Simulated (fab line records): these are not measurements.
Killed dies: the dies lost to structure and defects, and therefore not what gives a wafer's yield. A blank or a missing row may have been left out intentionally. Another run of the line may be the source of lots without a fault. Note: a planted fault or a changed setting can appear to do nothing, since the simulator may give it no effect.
Tool commonality check | flow nand-harc | 12 lots, 36 wafers sampled

== THE REASON FOR OPENING IT ==
At NHARC_P_STI_INSPECT_11 the reading raw-defect-count is flagged on 2 of 12 lots. Wafers without a fault read 6, standard deviation 3.7.
Rule: a lot gets a flag if all its wafers with a number sit over 4 standard deviations from that mean, or if no wafer of it has a number. All remaining lots are regarded as sound.

lot  | measured     | on                | raw-defect-count, wafer by wafer | flag
L843 | day 2 22:14  | defect-inspect-02 | 6 6 8                            |
L844 | day 3 08:53  | defect-inspect-01 | 8 1 3                            |
L847 | day 4 11:19  | defect-inspect-02 | 6 10 14                          |
L848 | day 4 20:29  | defect-inspect-01 | 4 2 5                            |
L849 | day 5 08:47  | defect-inspect-01 | 1 2 3                            |
L850 | day 5 17:52  | defect-inspect-01 | 7 5 4                            |
L853 | day 7 00:15  | defect-inspect-01 | 5 2 11                           |
L856 | day 8 05:36  | defect-inspect-01 | 1372 1345 1282                   | FLAGGED
L857 | day 8 14:36  | defect-inspect-01 | 1327 1334 1318                   | FLAGGED
L864 | day 11 13:25 | defect-inspect-02 | 13 14 5                          |
L865 | day 12 00:56 | defect-inspect-01 | 10 5 2                           |
L866 | day 12 16:32 | defect-inspect-01 | 7 2 5                            |
On average the flagged lots read 1330, which is +1324 against the usual, or +99 or more standard deviations.

== TOOL THAT RAN EACH LOT ==
The record holds 3 process steps before the reading, out of a route of 1302 steps. Each cell gives the tool, then ch followed by the chambers the sampled wafers passed through, then the start.
lot  | flag    | NHARC_P_ZERO_WELL_DESCUM_26        | NHARC_P_ZERO_WELL_DESCUM_39        | NHARC_P_STI_OXIDE_29
L843 |         | rie-diel-11 ch 0,1,3, day 1 22:38  | rie-diel-13 ch 0,2,3, day 2 00:19  | furnace-03 ch 0, day 2 10:21
L844 |         | rie-diel-11 ch 0,1,2, day 2 08:46  | rie-diel-13 ch 0,2,3, day 2 10:20  | furnace-01 ch 0, day 2 21:31
L847 |         | rie-diel-02 ch 2,3, day 3 14:52    | rie-diel-11 ch 1,2,3, day 3 16:33  | furnace-03 ch 0, day 3 23:59
L848 |         | rie-diel-13 ch 0,1, day 4 00:35    | rie-diel-13 ch 0,2, day 4 02:06    | furnace-01 ch 0, day 4 09:14
L849 |         | rie-diel-13 ch 1,3, day 4 10:31    | rie-diel-02 ch 1,2,3, day 4 12:08  | furnace-03 ch 0, day 4 21:21
L850 |         | rie-diel-11 ch 0,3, day 4 20:46    | rie-diel-13 ch 0,1, day 4 22:29    | furnace-01 ch 0, day 5 06:29
L853 |         | rie-diel-11 ch 0,1,2, day 6 02:38  | rie-diel-13 ch 0,1,2, day 6 04:17  | furnace-04 ch 0, day 6 12:59
L856 | FLAGGED | rie-diel-11 ch 1,2, day 7 08:51    | rie-diel-13 ch 0,2,3, day 7 10:29  | furnace-04 ch 0, day 7 18:09
L857 | FLAGGED | rie-diel-13 ch 0,1,2, day 7 18:44  | rie-diel-02 ch 0,1,2, day 7 20:36  | furnace-04 ch 0, day 8 03:14
L864 |         | rie-diel-11 ch 1,2,3, day 10 16:37 | rie-diel-02 ch 0,1, day 10 18:08   | furnace-01 ch 0, day 11 02:08
L865 |         | rie-diel-02 ch 0,1, day 11 02:44   | rie-diel-13 ch 1,2,3, day 11 04:25 | furnace-01 ch 0, day 11 13:28
L866 |         | rie-diel-02 ch 0,2,3, day 11 12:40 | rie-diel-02 ch 0,1,2, day 11 14:17 | furnace-01 ch 0, day 12 03:28
What is done by these steps:
- NHARC_P_ZERO_WELL_DESCUM_26: chemistry O2, time 3 s.
- NHARC_P_ZERO_WELL_DESCUM_39: chemistry O2, time 3 s.
- NHARC_P_STI_OXIDE_29: material SiO2, target thk 10 nm, ox time 1362 s.
- NHARC_P_STI_INSPECT_11

== FLAGGED OVER TOTAL, TOOL BY TOOL (the gauges that took the reading come last) ==
step                        | tool              | lots run | flagged | share of the flagged lots | sound lots run after its first flagged lot
NHARC_P_ZERO_WELL_DESCUM_26 | rie-diel-02       | 3        | 0       | none                      | -
NHARC_P_ZERO_WELL_DESCUM_26 | rie-diel-11       | 6        | 1       | some                      | 1 (L864)
NHARC_P_ZERO_WELL_DESCUM_26 | rie-diel-13       | 3        | 1       | some                      | 0
NHARC_P_ZERO_WELL_DESCUM_39 | rie-diel-02       | 4        | 1       | some                      | 2 (L864,L866)
NHARC_P_ZERO_WELL_DESCUM_39 | rie-diel-11       | 1        | 0       | none                      | -
NHARC_P_ZERO_WELL_DESCUM_39 | rie-diel-13       | 7        | 1       | some                      | 1 (L865)
NHARC_P_STI_OXIDE_29        | furnace-01        | 6        | 0       | none                      | -
NHARC_P_STI_OXIDE_29        | furnace-03        | 3        | 0       | none                      | -
NHARC_P_STI_OXIDE_29        | furnace-04        | 3        | 2       | all                       | 0
NHARC_P_STI_INSPECT_11      | defect-inspect-01 | 9        | 2       | all                       | 2 (L865,L866)
NHARC_P_STI_INSPECT_11      | defect-inspect-02 | 3        | 0       | none                      | -

== WHAT THE TABLE ALLOWS ==
In 2 table rows, all flagged lots were run: furnace-04 (NHARC_P_STI_OXIDE_29), defect-inspect-01 (NHARC_P_STI_INSPECT_11).
- furnace-04 at NHARC_P_STI_OXIDE_29: 2 of its 3 lots flagged. A fault beginning between L853 (day 6 12:59), its last sound lot, and L856 (day 7 18:09), its first flagged one, fits the data.
- defect-inspect-01 at NHARC_P_STI_INSPECT_11: 2 of its 9 lots flagged. After the first flagged lot (L865, L866), sound lots still ran on it; a lasting fault on the whole tool would not permit that.
furnace-04 at NHARC_P_STI_OXIDE_29 is the single tool remaining.

== WHAT THE SIMULATOR PUT IN ==
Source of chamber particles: furnace-04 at NHARC_P_STI_OXIDE_29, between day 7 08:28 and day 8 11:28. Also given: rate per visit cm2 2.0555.
Lots struck among those shown: L856, L857. This agrees with what the rule above found.
